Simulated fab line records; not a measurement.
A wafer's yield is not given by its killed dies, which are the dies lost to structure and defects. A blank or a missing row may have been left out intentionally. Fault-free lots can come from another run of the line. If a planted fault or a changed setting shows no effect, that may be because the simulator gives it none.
Lot-split experiment / flow n5Finfet / 21 wafers read from 7 lots, route of 1938 steps

ABOUT THE SPLIT
At N5_FIN_SAQP_ETCH_69 (etches SOC in N2/H2, stops on SiNx, target depth 150 nm), the setting targetDepthA was moved away from the recipe's 1500 angstrom on 8 of the 21 wafers read, by -11.8% to +11.9%. All remaining wafers had this setting at the recipe value.

The reading comes from the split's own step.

THE READING
SOC_of_FIN_SAQP_COAT_68.thkNm (the simulator's own value, which no gauge read), in nm, at N5_FIN_SAQP_ETCH_69 (etches SOC in N2/H2, stops on SiNx, target depth 150 nm). No usual value for it is given in the file. The 13 wafers here that ran the recipe average 5.2 nm, standard deviation 2 nm.

wafer=L077.1; tool, chamber at the split=rieDiel-02, 0; targetDepthA as run, angstrom=1333; against the recipe=-11.1%; SOC_of_FIN_SAQP_COAT_68.thkNm, nm=15.4; against lot-mates on the recipe=+7.8
wafer=L077.3; tool, chamber at the split=rieDiel-02, 1; targetDepthA as run, angstrom=1500; against the recipe=recipe; SOC_of_FIN_SAQP_COAT_68.thkNm, nm=7.6; against lot-mates on the recipe=-
wafer=L077.6; tool, chamber at the split=rieDiel-02, 3; targetDepthA as run, angstrom=1333; against the recipe=-11.1%; SOC_of_FIN_SAQP_COAT_68.thkNm, nm=14.8; against lot-mates on the recipe=+7.2
wafer=L078.1; tool, chamber at the split=rieDiel-03, 1; targetDepthA as run, angstrom=1500; against the recipe=recipe; SOC_of_FIN_SAQP_COAT_68.thkNm, nm=0; against lot-mates on the recipe=-
wafer=L078.3; tool, chamber at the split=rieDiel-03, 0; targetDepthA as run, angstrom=1500; against the recipe=recipe; SOC_of_FIN_SAQP_COAT_68.thkNm, nm=5.2; against lot-mates on the recipe=-
wafer=L078.5; tool, chamber at the split=rieDiel-03, 3; targetDepthA as run, angstrom=1500; against the recipe=recipe; SOC_of_FIN_SAQP_COAT_68.thkNm, nm=5; against lot-mates on the recipe=-
wafer=L079.1; tool, chamber at the split=rieDiel-02, 1,2,1; targetDepthA as run, angstrom=1679; against the recipe=+11.9%; SOC_of_FIN_SAQP_COAT_68.thkNm, nm=0; against lot-mates on the recipe=no lot-mate on the recipe
wafer=L079.4; tool, chamber at the split=rieDiel-02, 1,2,1; targetDepthA as run, angstrom=1679; against the recipe=+11.9%; SOC_of_FIN_SAQP_COAT_68.thkNm, nm=0; against lot-mates on the recipe=no lot-mate on the recipe
wafer=L079.5; tool, chamber at the split=rieDiel-02, 1,2,1; targetDepthA as run, angstrom=1679; against the recipe=+11.9%; SOC_of_FIN_SAQP_COAT_68.thkNm, nm=0; against lot-mates on the recipe=no lot-mate on the recipe
wafer=L088.1; tool, chamber at the split=rieDiel-02, 0; targetDepthA as run, angstrom=1500; against the recipe=recipe; SOC_of_FIN_SAQP_COAT_68.thkNm, nm=4.6; against lot-mates on the recipe=-
wafer=L088.2; tool, chamber at the split=rieDiel-02, 3; targetDepthA as run, angstrom=1500; against the recipe=recipe; SOC_of_FIN_SAQP_COAT_68.thkNm, nm=2.6; against lot-mates on the recipe=-
wafer=L088.5; tool, chamber at the split=rieDiel-02, 2; targetDepthA as run, angstrom=1617; against the recipe=+7.8%; SOC_of_FIN_SAQP_COAT_68.thkNm, nm=0; against lot-mates on the recipe=-3.6
wafer=L089.3; tool, chamber at the split=rieDiel-03, 0; targetDepthA as run, angstrom=1500; against the recipe=recipe; SOC_of_FIN_SAQP_COAT_68.thkNm, nm=5; against lot-mates on the recipe=-
wafer=L089.4; tool, chamber at the split=rieDiel-03, 2; targetDepthA as run, angstrom=1500; against the recipe=recipe; SOC_of_FIN_SAQP_COAT_68.thkNm, nm=5.6; against lot-mates on the recipe=-
wafer=L089.5; tool, chamber at the split=rieDiel-03, 0; targetDepthA as run, angstrom=1323; against the recipe=-11.8%; SOC_of_FIN_SAQP_COAT_68.thkNm, nm=16.4; against lot-mates on the recipe=+11.1
wafer=L090.1; tool, chamber at the split=rieDiel-03, 3; targetDepthA as run, angstrom=1500; against the recipe=recipe; SOC_of_FIN_SAQP_COAT_68.thkNm, nm=6.4; against lot-mates on the recipe=-
wafer=L090.5; tool, chamber at the split=rieDiel-03, 3; targetDepthA as run, angstrom=1500; against the recipe=recipe; SOC_of_FIN_SAQP_COAT_68.thkNm, nm=6; against lot-mates on the recipe=-
wafer=L090.6; tool, chamber at the split=rieDiel-03, 0; targetDepthA as run, angstrom=1500; against the recipe=recipe; SOC_of_FIN_SAQP_COAT_68.thkNm, nm=5; against lot-mates on the recipe=-
wafer=L097.3; tool, chamber at the split=rieDiel-03, 2; targetDepthA as run, angstrom=1500; against the recipe=recipe; SOC_of_FIN_SAQP_COAT_68.thkNm, nm=7.4; against lot-mates on the recipe=-
wafer=L097.4; tool, chamber at the split=rieDiel-03, 0; targetDepthA as run, angstrom=1670; against the recipe=+11.3%; SOC_of_FIN_SAQP_COAT_68.thkNm, nm=0; against lot-mates on the recipe=-7.1
wafer=L097.5; tool, chamber at the split=rieDiel-03, 0; targetDepthA as run, angstrom=1500; against the recipe=recipe; SOC_of_FIN_SAQP_COAT_68.thkNm, nm=6.8; against lot-mates on the recipe=-
The file does not say which wafer passed through which chamber wherever a row lists several chambers: such a row stands for several wafers.

THE FIT
A straight line over all 21 wafers: SOC_of_FIN_SAQP_COAT_68.thkNm changes by -0.654 nm for each +1% of targetDepthA; r = -0.91; the points scatter about the line by 2.1 nm.
The same after taking each lot's own level away (the mean of its wafers on the recipe; 18 wafers): -0.698 nm for each +1%; r = -0.95; scatter 1.4 nm.
Per that fit: largest targetDepthA move, reading shift of 8.3 nm.
From 3.40 to 7.60 nm: that is the span of the lots' own levels, equal to 2.1 times the standard deviation above.
So the lot-to-lot level changes the slope little: the two slopes agree.
Check: for one of the wafers moved furthest among these (-11.8%), held out of the fit, the line's prediction against its lot-mates is +7.56 nm. Against them it came out at +11.1 nm.

OTHER SPLITS ON THESE WAFERS
Other splits were also applied to these wafers ahead of the reading. Each is held against what the fit with the lots' levels taken away leaves over:
other split on the same wafers=N5_ZERO_LAYER_COAT_05 spinRpm; wafers away from the commonest value=9; r with SOC_of_FIN_SAQP_COAT_68.thkNm (lot level and that fit taken away)=-0.09
other split on the same wafers=N5_ZERO_LAYER_DEVELOP_10 developTimeS; wafers away from the commonest value=6; r with SOC_of_FIN_SAQP_COAT_68.thkNm (lot level and that fit taken away)=+0.06
other split on the same wafers=N5_WELL_APT_PEB_23 pebTempC; wafers away from the commonest value=9; r with SOC_of_FIN_SAQP_COAT_68.thkNm (lot level and that fit taken away)=+0.08
other split on the same wafers=N5_FIN_SAQP_ETCH_65 timeS; wafers away from the commonest value=6; r with SOC_of_FIN_SAQP_COAT_68.thkNm (lot level and that fit taken away)=-0.30

THE WHOLE CHAIN: every reading that the file lists as answering this split, in the file's order
step=N5_FIN_SAQP_ETCH_69; what it does=etches SOC in N2/H2, stops on SiNx, target depth 150 nm; reading=etch.depthNm (the simulator's own value, which no gauge read); change (the file's fit)=not straight: 47.91 at the lowest setting, 54.43 at the recipe, 55 at the highest; r (the file's)=not given
step=N5_FIN_SAQP_ETCH_69; what it does=etches SOC in N2/H2, stops on SiNx, target depth 150 nm; reading=SOC_of_FIN_SAQP_COAT_68.thkNm (the simulator's own value, which no gauge read); change (the file's fit)=-0.714 nm for each +1% of the setting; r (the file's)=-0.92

THE FILE'S OWN FIT
SOC_of_FIN_SAQP_COAT_68.thkNm changes by -0.714 nm for each +1% of targetDepthA, r = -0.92.
